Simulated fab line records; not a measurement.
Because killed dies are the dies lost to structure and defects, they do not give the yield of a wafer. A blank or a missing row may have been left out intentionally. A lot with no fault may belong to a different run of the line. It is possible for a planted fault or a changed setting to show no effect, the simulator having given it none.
What tool caused it? || flow n5-finfet || 11 lots with 32 wafers sampled at 3 steps, on a route of 1938 steps

WHAT THE GAUGES SHOWED, per wafer
N5_PASSIVATION_OVL_MEAS_63. Usual: PAD_OVL gives 2 nm (standard deviation 5.1).
{"lot": "L252", "measured": "day 11 19:29", "on": "overlay-02", "PAD_OVL (nm)": "-1 3 0", "flag": ""}
{"lot": "L253", "measured": "day 12 06:56", "on": "overlay-02", "PAD_OVL (nm)": "4 4 6", "flag": ""}
{"lot": "L254", "measured": "day 12 07:46", "on": "overlay-01", "PAD_OVL (nm)": "10 14 4", "flag": ""}
{"lot": "L260", "measured": "day 13 21:14", "on": "overlay-01", "PAD_OVL (nm)": "-2 -4 -7", "flag": ""}
{"lot": "L263", "measured": "day 14 08:44", "on": "overlay-01", "PAD_OVL (nm)": "13 4 0", "flag": ""}
{"lot": "L261", "measured": "day 14 14:38", "on": "overlay-01", "PAD_OVL (nm)": "4 -2 7", "flag": ""}
{"lot": "L266", "measured": "day 15 13:03", "on": "overlay-02", "PAD_OVL (nm)": "6 4 5", "flag": ""}
{"lot": "L268", "measured": "day 15 21:25", "on": "overlay-01", "PAD_OVL (nm)": "2 -1", "flag": ""}
{"lot": "L273", "measured": "day 17 02:51", "on": "overlay-01", "PAD_OVL (nm)": "-9 0 0", "flag": ""}
{"lot": "L275", "measured": "day 17 17:27", "on": "overlay-02", "PAD_OVL (nm)": "3 4 -2", "flag": ""}
{"lot": "L274", "measured": "day 17 16:53", "on": "overlay-01", "PAD_OVL (nm)": "-2 -3 0", "flag": ""}

TOOL THAT RAN EACH LOT (tool first, then ch and the chambers of the sampled wafers, then the start)
{"lot": "L252", "N5_BEOL_M8_CVD_78": "cvd-co-02 ch 0,1,2, day 9 02:45", "N5_MIM_BOT_ETCH_STRIP_01": "rie-diel-03 ch 1,2, day 11 15:28"}
{"lot": "L253", "N5_BEOL_M8_CVD_78": "cvd-co-01 ch 0,1,2, day 9 13:14", "N5_MIM_BOT_ETCH_STRIP_01": "rie-diel-06 ch 0,2,3, day 12 02:38"}
{"lot": "L254", "N5_BEOL_M8_CVD_78": "cvd-co-01 ch 0,1,2, day 9 21:13", "N5_MIM_BOT_ETCH_STRIP_01": "rie-diel-03 ch 0,2, day 12 03:56"}
{"lot": "L260", "N5_BEOL_M8_CVD_78": "cvd-co-01 ch 0,2, day 11 15:25", "N5_MIM_BOT_ETCH_STRIP_01": "rie-diel-06 ch 0,1,2, day 13 17:36"}
{"lot": "L263", "N5_BEOL_M8_CVD_78": "cvd-co-01 ch 0,1, day 11 23:07", "N5_MIM_BOT_ETCH_STRIP_01": "rie-diel-03 ch 1,2, day 14 05:52"}
{"lot": "L261", "N5_BEOL_M8_CVD_78": "cvd-co-02 ch 0,1, day 12 01:49", "N5_MIM_BOT_ETCH_STRIP_01": "rie-diel-03 ch 0,1, day 14 08:21"}
{"lot": "L266", "N5_BEOL_M8_CVD_78": "cvd-co-02 ch 0,1, day 12 19:21", "N5_MIM_BOT_ETCH_STRIP_01": "rie-diel-03 ch 0,1,3, day 15 08:22"}
{"lot": "L268", "N5_BEOL_M8_CVD_78": "cvd-co-02 ch 1, day 13 15:41", "N5_MIM_BOT_ETCH_STRIP_01": "rie-diel-06 ch 1,2, day 15 18:56"}
{"lot": "L273", "N5_BEOL_M8_CVD_78": "cvd-co-02 ch 0,1,2, day 14 14:54", "N5_MIM_BOT_ETCH_STRIP_01": "rie-diel-03 ch 0,2,3, day 16 23:11"}
{"lot": "L275", "N5_BEOL_M8_CVD_78": "cvd-co-01 ch 0,2, day 14 23:46", "N5_MIM_BOT_ETCH_STRIP_01": "rie-diel-03 ch 1,2,3, day 17 13:58"}
{"lot": "L274", "N5_BEOL_M8_CVD_78": "cvd-co-01 ch 0,1,2, day 14 23:54", "N5_MIM_BOT_ETCH_STRIP_01": "rie-diel-02 ch 1,2,3, day 17 12:45"}
- N5_BEOL_M8_CVD_78: deposits Co from CCTBA/H2, target thk 2 nm, time 142.3 s.
- N5_MIM_BOT_ETCH_STRIP_01: strips in O2.

AS READ BY THE TOOLS THEMSELVES (means over the sampled wafers that have a number; for cases with no such wafer, the mark the record gives instead)
N5_MIM_BOT_ETCH_STRIP_01. Usual: drypump-motor-current-A 5.5 A, standard deviation 0.31; oes-product-au 0.80 a.u., standard deviation 0.077; rf-vpp-V 3.6 V, standard deviation 1.2; showerhead-plenum-p-Torr 2.07 Torr, standard deviation 0.065; throttle-valve-pct 16.59 %, standard deviation 0.26.
{"lot": "L252", "tool": "rie-diel-03", "drypump-motor-current-A (A)": 5.5, "oes-product-au (a.u.)": 0.82, "rf-vpp-V (V)": 3.7, "showerhead-plenum-p-Torr (Torr)": 2.09, "throttle-valve-pct (%)": 16.57, "flag": ""}
{"lot": "L253", "tool": "rie-diel-06", "drypump-motor-current-A (A)": 5.8, "oes-product-au (a.u.)": 0.77, "rf-vpp-V (V)": 3.4, "showerhead-plenum-p-Torr (Torr)": 2.04, "throttle-valve-pct (%)": 16.70, "flag": ""}
{"lot": "L254", "tool": "rie-diel-03", "drypump-motor-current-A (A)": 5.3, "oes-product-au (a.u.)": 0.90, "rf-vpp-V (V)": 4.1, "showerhead-plenum-p-Torr (Torr)": 2.14, "throttle-valve-pct (%)": 16.30, "flag": ""}
{"lot": "L260", "tool": "rie-diel-06", "drypump-motor-current-A (A)": 5.6, "oes-product-au (a.u.)": 0.81, "rf-vpp-V (V)": 3.3, "showerhead-plenum-p-Torr (Torr)": 2.08, "throttle-valve-pct (%)": 16.54, "flag": ""}
{"lot": "L263", "tool": "rie-diel-03", "drypump-motor-current-A (A)": 5.4, "oes-product-au (a.u.)": 0.79, "rf-vpp-V (V)": 3.2, "showerhead-plenum-p-Torr (Torr)": 2.05, "throttle-valve-pct (%)": 16.73, "flag": ""}
{"lot": "L261", "tool": "rie-diel-03", "drypump-motor-current-A (A)": 5.1, "oes-product-au (a.u.)": 0.82, "rf-vpp-V (V)": 3.2, "showerhead-plenum-p-Torr (Torr)": 2.11, "throttle-valve-pct (%)": 16.44, "flag": ""}
{"lot": "L266", "tool": "rie-diel-03", "drypump-motor-current-A (A)": 5.4, "oes-product-au (a.u.)": 0.77, "rf-vpp-V (V)": 3.5, "showerhead-plenum-p-Torr (Torr)": 2.07, "throttle-valve-pct (%)": 16.57, "flag": ""}
{"lot": "L268", "tool": "rie-diel-06", "drypump-motor-current-A (A)": 5.5, "oes-product-au (a.u.)": 0.79, "rf-vpp-V (V)": 4.3, "showerhead-plenum-p-Torr (Torr)": 2.10, "throttle-valve-pct (%)": 16.62, "flag": ""}
{"lot": "L273", "tool": "rie-diel-03", "drypump-motor-current-A (A)": 5.6, "oes-product-au (a.u.)": 0.79, "rf-vpp-V (V)": 3.8, "showerhead-plenum-p-Torr (Torr)": 2.09, "throttle-valve-pct (%)": 16.48, "flag": ""}
{"lot": "L275", "tool": "rie-diel-03", "drypump-motor-current-A (A)": 5.6, "oes-product-au (a.u.)": 0.74, "rf-vpp-V (V)": 4.4, "showerhead-plenum-p-Torr (Torr)": 2.05, "throttle-valve-pct (%)": 16.67, "flag": ""}
{"lot": "L274", "tool": "rie-diel-02", "drypump-motor-current-A (A)": 5.5, "oes-product-au (a.u.)": 0.77, "rf-vpp-V (V)": 2.9, "showerhead-plenum-p-Torr (Torr)": 2.02, "throttle-valve-pct (%)": 16.80, "flag": ""}

THE ANSWER, worked out from the rows above alone
Rule: a lot is off if the mean of its wafers that have a number lies more than 3 standard deviations from the usual mean. A lot without any number at a reading at which 4 lots or more have one is off too. Where the step has rows for the other lots, those lots are counted as sound. Order of review: gauges by route order, followed by the tools' own readings, for which a lot's mean as printed above is used. At the first step where some lot is off, the reading lying furthest off is the one used; lots without a number count as furthest.
None of the lots is off at any reading shown; this tells nothing.

WHAT THE SIMULATOR PUT IN
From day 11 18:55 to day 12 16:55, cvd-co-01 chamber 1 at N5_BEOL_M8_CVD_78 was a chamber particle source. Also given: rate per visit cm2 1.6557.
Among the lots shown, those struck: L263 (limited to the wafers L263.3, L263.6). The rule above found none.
